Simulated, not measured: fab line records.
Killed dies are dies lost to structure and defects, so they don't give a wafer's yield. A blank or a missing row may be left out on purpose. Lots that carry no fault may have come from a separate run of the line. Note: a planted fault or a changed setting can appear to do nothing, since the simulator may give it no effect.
Which tool was responsible? || flow n5Finfet || Sampling: 10 lots, 30 wafers, 6 of 1938 route steps

WHAT EACH GAUGE READ, for each wafer
N5_SD_EPI_P_EPI_MEAS_23.
{"lot": "L772", "measured": "day 3 11:33", "on": "filmMetro-01", "thkNm (nm)": "60.1 59.5 61.7"}
{"lot": "L774", "measured": "day 3 23:25", "on": "filmMetro-02", "thkNm (nm)": "61.2 61.4 60.2"}
{"lot": "L777", "measured": "day 4 16:42", "on": "filmMetro-02", "thkNm (nm)": "59.8 61.1 60.6"}
{"lot": "L779", "measured": "day 5 06:28", "on": "filmMetro-01", "thkNm (nm)": "63.8 61.2 62.0"}
{"lot": "L784", "measured": "day 6 08:16", "on": "filmMetro-02", "thkNm (nm)": "62.9 62.2 62.3"}
{"lot": "L785", "measured": "day 6 16:27", "on": "filmMetro-01", "thkNm (nm)": "63.0 62.1 61.8"}
{"lot": "L787", "measured": "day 7 04:23", "on": "filmMetro-02", "thkNm (nm)": "63.0 60.1 63.3"}
{"lot": "L791", "measured": "day 8 03:19", "on": "filmMetro-01", "thkNm (nm)": "58.1 62.2 63.2"}
{"lot": "L792", "measured": "day 8 08:58", "on": "filmMetro-01", "thkNm (nm)": "61.0 61.0 61.7"}
{"lot": "L795", "measured": "day 9 04:43", "on": "filmMetro-02", "thkNm (nm)": "59.4 61.0 60.8"}

N5_SD_ACTIVATION_RS_MEAS_03: uses a four-point probe to measure.
{"lot": "L772", "measured": "day 3 12:11", "on": "filmMetro-01", "RS_SD_N (ohm/sq)": "22.27 22.30 22.24", "RS_SD_P (ohm/sq)": "55.3 55.7 55.7"}
{"lot": "L774", "measured": "day 4 00:02", "on": "filmMetro-02", "RS_SD_N (ohm/sq)": "21.69 21.56 21.59", "RS_SD_P (ohm/sq)": "56.1 55.3 55.9"}
{"lot": "L777", "measured": "day 4 17:18", "on": "filmMetro-02", "RS_SD_N (ohm/sq)": "21.65 21.78 22.07", "RS_SD_P (ohm/sq)": "56.1 57.0 56.6"}
{"lot": "L779", "measured": "day 5 07:07", "on": "filmMetro-01", "RS_SD_N (ohm/sq)": "21.98 21.78 21.69", "RS_SD_P (ohm/sq)": "57.1 55.7 56.2"}
{"lot": "L784", "measured": "day 6 08:56", "on": "filmMetro-02", "RS_SD_N (ohm/sq)": "22.41 22.32 22.28", "RS_SD_P (ohm/sq)": "54.5 55.1 54.4"}
{"lot": "L785", "measured": "day 6 17:07", "on": "filmMetro-01", "RS_SD_N (ohm/sq)": "22.14 22.30 22.24", "RS_SD_P (ohm/sq)": "55.7 55.5 54.9"}
{"lot": "L787", "measured": "day 7 05:00", "on": "filmMetro-02", "RS_SD_N (ohm/sq)": "22.10 22.12 21.56", "RS_SD_P (ohm/sq)": "55.8 55.1 54.3"}
{"lot": "L791", "measured": "day 8 03:56", "on": "filmMetro-01", "RS_SD_N (ohm/sq)": "21.87 21.81 21.92", "RS_SD_P (ohm/sq)": "50.5 50.7 50.7"}
{"lot": "L792", "measured": "day 8 09:35", "on": "filmMetro-02", "RS_SD_N (ohm/sq)": "21.74 21.74 21.68", "RS_SD_P (ohm/sq)": "50.6 50.2 49.8"}
{"lot": "L795", "measured": "day 9 05:19", "on": "filmMetro-01", "RS_SD_N (ohm/sq)": "21.49 22.11 21.90", "RS_SD_P (ohm/sq)": "57.2 57.4 57.3"}

N5_SD_ACTIVATION_INSPECT_02: inspects for defects (darkfield).
{"lot": "L772", "measured": "day 3 12:28", "on": "defectInspect-01", "rawDefectCount": "141 132 137"}
{"lot": "L774", "measured": "day 4 00:21", "on": "defectInspect-01", "rawDefectCount": "150 225 205"}
{"lot": "L777", "measured": "day 4 17:37", "on": "defectInspect-02", "rawDefectCount": "177 190 160"}
{"lot": "L779", "measured": "day 5 07:25", "on": "defectInspect-02", "rawDefectCount": "148 160 149"}
{"lot": "L784", "measured": "day 6 09:11", "on": "defectInspect-01", "rawDefectCount": "120 169 168"}
{"lot": "L785", "measured": "day 6 17:23", "on": "defectInspect-01", "rawDefectCount": "153 183 157"}
{"lot": "L787", "measured": "day 7 05:20", "on": "defectInspect-02", "rawDefectCount": "177 130 242"}
{"lot": "L791", "measured": "day 8 04:15", "on": "defectInspect-01", "rawDefectCount": "199 118 176"}
{"lot": "L792", "measured": "day 8 09:53", "on": "defectInspect-02", "rawDefectCount": "262 189 233"}
{"lot": "L795", "measured": "day 9 05:39", "on": "defectInspect-02", "rawDefectCount": "233 189 267"}

N5_BEOL_M4_RC_MEAS_101.
{"lot": "L772", "measured": "day 7 23:47", "on": "prober-02", "DIBL_N (mV/V)": "34.1 34.6 33.9", "DIBL_P (mV/V)": "33.9 33.9 33.5", "IOFF_N (nA/um)": "0.133 0.134 0.132", "IOFF_P (nA/um)": "0.19 0.19 0.19", "ION_N (uA/um)": "656 662 662", "ION_P (uA/um)": "460 461 458", "RC_DENSE_P (ohm.um)": "23.5 23.4 23.5", "RC_P (ohm.um)": "19.4 19.3 19.3", "REXT_P (ohm.um)": "100.8 100.2 99.9", "RS_SD_P (ohm/sq)": "66.0 64.8 64.8", "SS_N (mV/dec)": "71.0 71.0 71.2", "SS_P (mV/dec)": "72.6 72.5 71.9", "VT_N (mV)": "250.9 250.6 251.0", "VT_P (mV)": "-253 -251 -251"}
{"lot": "L774", "measured": "day 8 08:09", "on": "prober-02", "DIBL_N (mV/V)": "39.1 37.0 38.7", "DIBL_P (mV/V)": "37.5 35.0 37.1", "IOFF_N (nA/um)": "0.180 0.145 0.173", "IOFF_P (nA/um)": "0.20 0.17 0.19", "ION_N (uA/um)": "663 666 667", "ION_P (uA/um)": "450 451 459", "RC_DENSE_P (ohm.um)": "23.5 23.7 23.1", "RC_P (ohm.um)": "19.1 19.4 19.0", "REXT_P (ohm.um)": "100.8 99.2 99.4", "RS_SD_P (ohm/sq)": "65.9 65.0 65.5", "SS_N (mV/dec)": "72.1 71.4 71.7", "SS_P (mV/dec)": "74.1 73.2 73.4", "VT_N (mV)": "247.2 251.9 249.3", "VT_P (mV)": "-253 -254 -253"}
{"lot": "L777", "measured": "day 9 13:22", "on": "prober-02", "DIBL_N (mV/V)": "33.9 34.0 33.9", "DIBL_P (mV/V)": "33.6 33.7 33.1", "IOFF_N (nA/um)": "0.131 0.127 0.124", "IOFF_P (nA/um)": "0.21 0.20 0.20", "ION_N (uA/um)": "672 672 668", "ION_P (uA/um)": "476 470 465", "RC_DENSE_P (ohm.um)": "23.8 24.2 24.3", "RC_P (ohm.um)": "19.4 19.6 19.5", "REXT_P (ohm.um)": "98.7 100.3 100.0", "RS_SD_P (ohm/sq)": "67.0 67.4 66.9", "SS_N (mV/dec)": "71.3 71.7 71.7", "SS_P (mV/dec)": "72.9 72.5 72.6", "VT_N (mV)": "252.0 253.0 250.6", "VT_P (mV)": "-247 -248 -248"}
{"lot": "L779", "measured": "day 10 07:44", "on": "prober-02", "DIBL_N (mV/V)": "36.9 35.0 33.3", "DIBL_P (mV/V)": "35.8 32.7 30.2", "IOFF_N (nA/um)": "0.173 0.126 0.109", "IOFF_P (nA/um)": "0.23 0.18 0.15", "ION_N (uA/um)": "685 672 667", "ION_P (uA/um)": "470 463 459", "RC_DENSE_P (ohm.um)": "23.4 23.7 24.3", "RC_P (ohm.um)": "19.3 19.2 20.0", "REXT_P (ohm.um)": "102.2 101.6 103.2", "RS_SD_P (ohm/sq)": "66.0 65.0 65.6", "SS_N (mV/dec)": "71.2 71.3 70.4", "SS_P (mV/dec)": "73.4 73.2 71.5", "VT_N (mV)": "246.9 252.6 251.0", "VT_P (mV)": "-246 -253 -253"}
{"lot": "L784", "measured": "day 11 12:22", "on": "prober-02", "DIBL_N (mV/V)": "36.7 34.8 37.6", "DIBL_P (mV/V)": "36.6 34.5 37.8", "IOFF_N (nA/um)": "0.148 0.118 0.172", "IOFF_P (nA/um)": "0.18 0.16 0.20", "ION_N (uA/um)": "672 642 685", "ION_P (uA/um)": "453 444 465", "RC_DENSE_P (ohm.um)": "23.4 23.6 23.2", "RC_P (ohm.um)": "19.2 19.1 18.8", "REXT_P (ohm.um)": "99.0 97.9 97.6", "RS_SD_P (ohm/sq)": "64.7 64.2 64.4", "SS_N (mV/dec)": "72.1 71.1 71.5", "SS_P (mV/dec)": "73.4 72.6 74.0", "VT_N (mV)": "252.0 254.9 248.0", "VT_P (mV)": "-254 -255 -252"}
{"lot": "L785", "measured": "day 11 06:43", "on": "prober-02", "DIBL_N (mV/V)": "39.8 39.0 37.7", "DIBL_P (mV/V)": "39.2 38.7 37.4", "IOFF_N (nA/um)": "0.216 0.187 0.174", "IOFF_P (nA/um)": "0.27 0.26 0.23", "ION_N (uA/um)": "676 681 677", "ION_P (uA/um)": "465 469 469", "RC_DENSE_P (ohm.um)": "24.2 23.7 24.0", "RC_P (ohm.um)": "20.1 19.3 19.7", "REXT_P (ohm.um)": "101.0 100.4 100.5", "RS_SD_P (ohm/sq)": "65.1 64.8 65.0", "SS_N (mV/dec)": "72.6 72.3 71.6", "SS_P (mV/dec)": "75.1 74.7 74.1", "VT_N (mV)": "247.0 247.1 245.2", "VT_P (mV)": "-246 -246 -249"}
{"lot": "L787", "measured": "day 12 19:08", "on": "prober-01", "DIBL_N (mV/V)": "35.9 34.9 35.6", "DIBL_P (mV/V)": "36.6 36.3 36.3", "IOFF_N (nA/um)": "0.159 0.158 0.160", "IOFF_P (nA/um)": "0.20 0.21 0.20", "ION_N (uA/um)": "665 678 676", "ION_P (uA/um)": "456 465 460", "RC_DENSE_P (ohm.um)": "24.3 23.5 23.7", "RC_P (ohm.um)": "20.0 19.3 19.3", "REXT_P (ohm.um)": "104.3 103.3 103.6", "RS_SD_P (ohm/sq)": "64.8 64.9 64.3", "SS_N (mV/dec)": "72.0 70.8 71.3", "SS_P (mV/dec)": "73.6 73.4 73.5", "VT_N (mV)": "249.8 247.3 253.7", "VT_P (mV)": "-255 -250 -251"}
{"lot": "L791", "measured": "day 13 00:23", "on": "prober-01", "DIBL_N (mV/V)": "35.8 36.6 36.8", "DIBL_P (mV/V)": "35.7 37.1 37.5", "IOFF_N (nA/um)": "0.141 0.164 0.162", "IOFF_P (nA/um)": "0.20 0.22 0.22", "ION_N (uA/um)": "670 681 674", "ION_P (uA/um)": "466 469 473", "RC_DENSE_P (ohm.um)": "22.0 22.0 22.5", "RC_P (ohm.um)": "18.0 18.0 18.1", "REXT_P (ohm.um)": "91.6 90.6 90.7", "RS_SD_P (ohm/sq)": "59.7 60.0 59.7", "SS_N (mV/dec)": "71.2 71.5 72.1", "SS_P (mV/dec)": "72.1 72.8 73.4", "VT_N (mV)": "251.1 250.5 250.2", "VT_P (mV)": "-249 -249 -249"}
{"lot": "L792", "measured": "day 13 10:49", "on": "prober-02", "DIBL_N (mV/V)": "37.2 37.7 37.4", "DIBL_P (mV/V)": "36.4 36.0 36.8", "IOFF_N (nA/um)": "0.141 0.142 0.142", "IOFF_P (nA/um)": "0.24 0.24 0.25", "ION_N (uA/um)": "680 670 664", "ION_P (uA/um)": "477 474 474", "RC_DENSE_P (ohm.um)": "22.0 22.2 21.8", "RC_P (ohm.um)": "17.7 18.2 18.0", "REXT_P (ohm.um)": "92.9 94.3 94.6", "RS_SD_P (ohm/sq)": "59.7 59.6 59.7", "SS_N (mV/dec)": "71.4 72.1 72.1", "SS_P (mV/dec)": "73.7 73.9 73.4", "VT_N (mV)": "252.1 253.4 253.2", "VT_P (mV)": "-247 -247 -245"}
{"lot": "L795", "measured": "day 14 10:36", "on": "prober-02", "DIBL_N (mV/V)": "36.9 37.7 37.4", "DIBL_P (mV/V)": "35.3 36.1 35.3", "IOFF_N (nA/um)": "0.148 0.170 0.148", "IOFF_P (nA/um)": "0.20 0.21 0.19", "ION_N (uA/um)": "680 679 672", "ION_P (uA/um)": "458 459 461", "RC_DENSE_P (ohm.um)": "23.9 23.9 23.4", "RC_P (ohm.um)": "19.6 19.3 19.1", "REXT_P (ohm.um)": "101.0 101.0 101.1", "RS_SD_P (ohm/sq)": "67.1 66.3 67.2", "SS_N (mV/dec)": "70.7 72.0 71.9", "SS_P (mV/dec)": "72.9 73.4 72.2", "VT_N (mV)": "251.6 249.5 249.1", "VT_P (mV)": "-250 -251 -251"}

TOOL THAT RAN EACH LOT (tool first, then ch and the chambers of the sampled wafers, then the start)
{"lot": "L772", "N5_SD_EPI_P_EPI_21": "epiRpcvd-02 ch 0, day 3 09:35", "N5_SD_ACTIVATION_LSA_01": "laserAnneal-01 ch 0, day 3 12:00"}
{"lot": "L774", "N5_SD_EPI_P_EPI_21": "epiRpcvd-01 ch 0, day 3 20:30", "N5_SD_ACTIVATION_LSA_01": "laserAnneal-01 ch 0, day 3 23:50"}
{"lot": "L777", "N5_SD_EPI_P_EPI_21": "epiRpcvd-03 ch 0, day 4 14:30", "N5_SD_ACTIVATION_LSA_01": "laserAnneal-02 ch 0, day 4 17:06"}
{"lot": "L779", "N5_SD_EPI_P_EPI_21": "epiRpcvd-02 ch 0, day 5 04:38", "N5_SD_ACTIVATION_LSA_01": "laserAnneal-02 ch 0, day 5 06:55"}
{"lot": "L784", "N5_SD_EPI_P_EPI_21": "epiRpcvd-02 ch 0, day 6 07:09", "N5_SD_ACTIVATION_LSA_01": "laserAnneal-01 ch 0, day 6 08:46"}
{"lot": "L785", "N5_SD_EPI_P_EPI_21": "epiRpcvd-03 ch 0, day 6 14:58", "N5_SD_ACTIVATION_LSA_01": "laserAnneal-02 ch 0, day 6 16:55"}
{"lot": "L787", "N5_SD_EPI_P_EPI_21": "epiRpcvd-02 ch 0, day 7 02:12", "N5_SD_ACTIVATION_LSA_01": "laserAnneal-02 ch 0, day 7 04:48"}
{"lot": "L791", "N5_SD_EPI_P_EPI_21": "epiRpcvd-02 ch 0, day 8 01:08", "N5_SD_ACTIVATION_LSA_01": "laserAnneal-02 ch 0, day 8 03:43"}
{"lot": "L792", "N5_SD_EPI_P_EPI_21": "epiRpcvd-02 ch 0, day 8 06:32", "N5_SD_ACTIVATION_LSA_01": "laserAnneal-01 ch 0, day 8 09:24"}
{"lot": "L795", "N5_SD_EPI_P_EPI_21": "epiRpcvd-01 ch 0, day 9 01:48", "N5_SD_ACTIVATION_LSA_01": "laserAnneal-01 ch 0, day 9 05:07"}
- N5_SD_EPI_P_EPI_21: deposits SiGe:B, time 355 s.
- N5_SD_ACTIVATION_LSA_01: time 0.0008 s.

AS READ BY THE TOOLS THEMSELVES (means over the sampled wafers that have a number; for cases with no such wafer, the mark the record gives instead)
N5_SD_EPI_P_EPI_21.
{"lot": "L772", "tool": "epiRpcvd-02", "susceptorTempC (C)": 549.69, "susceptor_temp_C_max": 550.9}
{"lot": "L774", "tool": "epiRpcvd-01", "susceptorTempC (C)": 549.73, "susceptor_temp_C_max": 551.1}
{"lot": "L777", "tool": "epiRpcvd-03", "susceptorTempC (C)": 550.01, "susceptor_temp_C_max": 551.5}
{"lot": "L779", "tool": "epiRpcvd-02", "susceptorTempC (C)": 549.79, "susceptor_temp_C_max": 550.7}
{"lot": "L784", "tool": "epiRpcvd-02", "susceptorTempC (C)": 550.08, "susceptor_temp_C_max": 551.1}
{"lot": "L785", "tool": "epiRpcvd-03", "susceptorTempC (C)": 550.18, "susceptor_temp_C_max": 551.6}
{"lot": "L787", "tool": "epiRpcvd-02", "susceptorTempC (C)": 549.76, "susceptor_temp_C_max": 550.8}
{"lot": "L791", "tool": "epiRpcvd-02", "susceptorTempC (C)": 550.36, "susceptor_temp_C_max": 551.4}
{"lot": "L792", "tool": "epiRpcvd-02", "susceptorTempC (C)": 549.95, "susceptor_temp_C_max": 551.1}
{"lot": "L795", "tool": "epiRpcvd-01", "susceptorTempC (C)": 550.61, "susceptor_temp_C_max": 551.9}

N5_SD_ACTIVATION_LSA_01.
{"lot": "L772", "tool": "laserAnneal-01", "wafer_temp_C_max": 1086.2}
{"lot": "L774", "tool": "laserAnneal-01", "wafer_temp_C_max": 1085.9}
{"lot": "L777", "tool": "laserAnneal-02", "wafer_temp_C_max": 1084.9}
{"lot": "L779", "tool": "laserAnneal-02", "wafer_temp_C_max": 1084.4}
{"lot": "L784", "tool": "laserAnneal-01", "wafer_temp_C_max": 1086.7}
{"lot": "L785", "tool": "laserAnneal-02", "wafer_temp_C_max": 1085.3}
{"lot": "L787", "tool": "laserAnneal-02", "wafer_temp_C_max": 1085.1}
{"lot": "L791", "tool": "laserAnneal-02", "wafer_temp_C_max": 1085.1}
{"lot": "L792", "tool": "laserAnneal-01", "wafer_temp_C_max": 1086.0}
{"lot": "L795", "tool": "laserAnneal-01", "wafer_temp_C_max": 1086.2}

THE ANSWER, worked out from the rows above alone
Rule: what is usual is taken from the lots themselves. The widest of any qualifying gaps counts: lots, ordered by their means at a reading, are off when they make up no more than a third of the lots, leave a main group of 4 or more, and stand apart from it by 3 or more times the standard deviation of that group's means. If all means in a main group match to the digits the tables above print for the reading, that group is not used. Also off: a lot with no number at a reading for which 4 or more lots have one. Where the step has rows for the other lots, those lots are counted as sound. After the gauges, taken in route order, come the tools' own readings; for these a lot's mean is taken, as printed above. At the first step where some lot is off, the reading lying furthest off is the one used; lots without a number count as furthest.
Off: L791, L792, seen at N5_SD_ACTIVATION_RS_MEAS_03 (RS_SD_P). Mean 55.8 ohm/sq and standard deviation 0.8 in the main group.
A tool fits if, at a process step before that reading, it ran every lot that is off, and no sound lot after the first of them. The gauges at N5_SD_ACTIVATION_RS_MEAS_03 aren't tried: what is off there is off at N5_BEOL_M4_RC_MEAS_101 too, on other tools, and a gauge's error can't cause that. One candidate fits, namely epiRpcvd-02 at N5_SD_EPI_P_EPI_21. Its last sound lot is L787 (day 7 02:12), its first lot that is off L791 (day 8 01:08): a fault that began between those two fits.

WHAT WAS PUT IN BY THE SIMULATOR
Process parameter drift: epiRpcvd-02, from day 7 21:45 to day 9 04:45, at N5_SD_EPI_P_EPI_21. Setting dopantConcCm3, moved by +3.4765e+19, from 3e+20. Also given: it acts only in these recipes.
Shown lots that were struck: L791, L792. The rule given above showed the same thing.
